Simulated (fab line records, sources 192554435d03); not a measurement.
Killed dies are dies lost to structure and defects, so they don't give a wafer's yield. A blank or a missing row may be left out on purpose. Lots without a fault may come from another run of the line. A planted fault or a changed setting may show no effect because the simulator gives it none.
Split-lot experiment | flow n5_finfet | 7 lots, 39 wafers read, on a route of 1938 steps

THE SPLIT
At N5_WELL_APT_IMPLANT_15, the setting energy_kev was moved away from the recipe's 25 on 15 of the 39 wafers read, by -15.2% to +10.0%. The other wafers ran this setting at the recipe's value.

The reading is taken at the split's own step.

THE READING
implant.drp_nm (the simulator's own value, which no gauge read), in nm, at N5_WELL_APT_IMPLANT_15. The file gives no usual value for it.

wafer  | tool, chamber at the split | energy_kev as run | against the recipe | implant.drp_nm, nm | against lot-mates on the recipe
L074.1 | implanter-02, 0            | 25                | recipe             | 8.457              | -
L074.2 | implanter-02, 0            | 25                | recipe             | 8.457              | -
L074.3 | implanter-02, 0            | 25                | recipe             | 8.457              | -
L074.4 | implanter-02, 0            | 25                | recipe             | 8.457              | -
L074.5 | implanter-02, 0            | 25                | recipe             | 8.457              | -
L074.6 | implanter-02, 0            | 25                | recipe             | 8.457              | -
L075.2 | implanter-01, 0            | 25                | recipe             | 8.457              | -
L075.5 | implanter-01, 0            | 25                | recipe             | 8.457              | -
L075.6 | implanter-01, 0            | 25                | recipe             | 8.457              | -
L085.1 | implanter-01, 0            | 22.63             | -9.5%              | 7.884              | -0.573
L085.5 | implanter-01, 0            | 22.63             | -9.5%              | 7.884              | -0.573
L085.6 | implanter-01, 0            | 22.63             | -9.5%              | 7.884              | -0.573
L085.2 | implanter-01, 0            | 25                | recipe             | 8.457              | -
L085.3 | implanter-01, 0            | 25                | recipe             | 8.457              | -
L085.4 | implanter-01, 0            | 25                | recipe             | 8.457              | -
L086.1 | implanter-01, 0            | 25                | recipe             | 8.457              | -
L086.4 | implanter-01, 0            | 25                | recipe             | 8.457              | -
L086.6 | implanter-01, 0            | 25                | recipe             | 8.457              | -
L086.2 | implanter-01, 0            | 22.88             | -8.5%              | 7.945              | -0.512
L086.3 | implanter-01, 0            | 22.88             | -8.5%              | 7.945              | -0.512
L086.5 | implanter-01, 0            | 22.88             | -8.5%              | 7.945              | -0.512
L088.1 | implanter-02, 0            | 21.21             | -15.2%             | 7.535              | -0.922
L088.2 | implanter-02, 0            | 21.21             | -15.2%             | 7.535              | -0.922
L088.6 | implanter-02, 0            | 21.21             | -15.2%             | 7.535              | -0.922
L088.3 | implanter-02, 0            | 25                | recipe             | 8.457              | -
L088.4 | implanter-02, 0            | 25                | recipe             | 8.457              | -
L088.5 | implanter-02, 0            | 25                | recipe             | 8.457              | -
L096.1 | implanter-02, 0            | 22.97             | -8.1%              | 7.967              | -0.490
L096.2 | implanter-02, 0            | 22.97             | -8.1%              | 7.967              | -0.490
L096.4 | implanter-02, 0            | 22.97             | -8.1%              | 7.967              | -0.490
L096.3 | implanter-02, 0            | 25                | recipe             | 8.457              | -
L096.5 | implanter-02, 0            | 25                | recipe             | 8.457              | -
L096.6 | implanter-02, 0            | 25                | recipe             | 8.457              | -
L097.1 | implanter-01, 0            | 27.5              | +10.0%             | 9.053              | +0.596
L097.3 | implanter-01, 0            | 27.5              | +10.0%             | 9.053              | +0.596
L097.6 | implanter-01, 0            | 27.5              | +10.0%             | 9.053              | +0.596
L097.2 | implanter-01, 0            | 25                | recipe             | 8.457              | -
L097.4 | implanter-01, 0            | 25                | recipe             | 8.457              | -
L097.5 | implanter-01, 0            | 25                | recipe             | 8.457              | -

THE FIT
A straight line over all 39 wafers: implant.drp_nm changes by +0.0604 nm for each +1% of energy_kev; r = +1.00; the points scatter about the line by 0.0027 nm.
The same after taking each lot's own level away (the mean of its wafers on the recipe; 39 wafers): +0.0604 nm for each +1%; r = +1.00; scatter 0.0027 nm.
On that fit, the largest move of energy_kev shifts the reading by 0.92 nm.
The lots' own levels span 8.4570 to 8.4570 nm.
So the lot-to-lot level changes the slope little: the two slopes agree.
Check: with one of the wafers moved furthest among these (-15.2%) left out of the fit, the line predicts -0.915 nm for it against its lot-mates. It came out at -0.922 nm against them.

THE WHOLE CHAIN: every reading that the file lists as answering this split, in the file's order
step                   | what it does | reading                                                         | change (the file's fit)                | r (the file's)
N5_WELL_APT_IMPLANT_15 |              | implant.rp_nm (the simulator's own value, which no gauge read)  | +0.14 nm for each +1% of the setting   | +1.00
N5_WELL_APT_IMPLANT_15 |              | implant.drp_nm (the simulator's own value, which no gauge read) | +0.0604 nm for each +1% of the setting | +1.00

THE FILE'S OWN FIT
implant.drp_nm changes by +0.0604 nm for each +1% of energy_kev, r = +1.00.
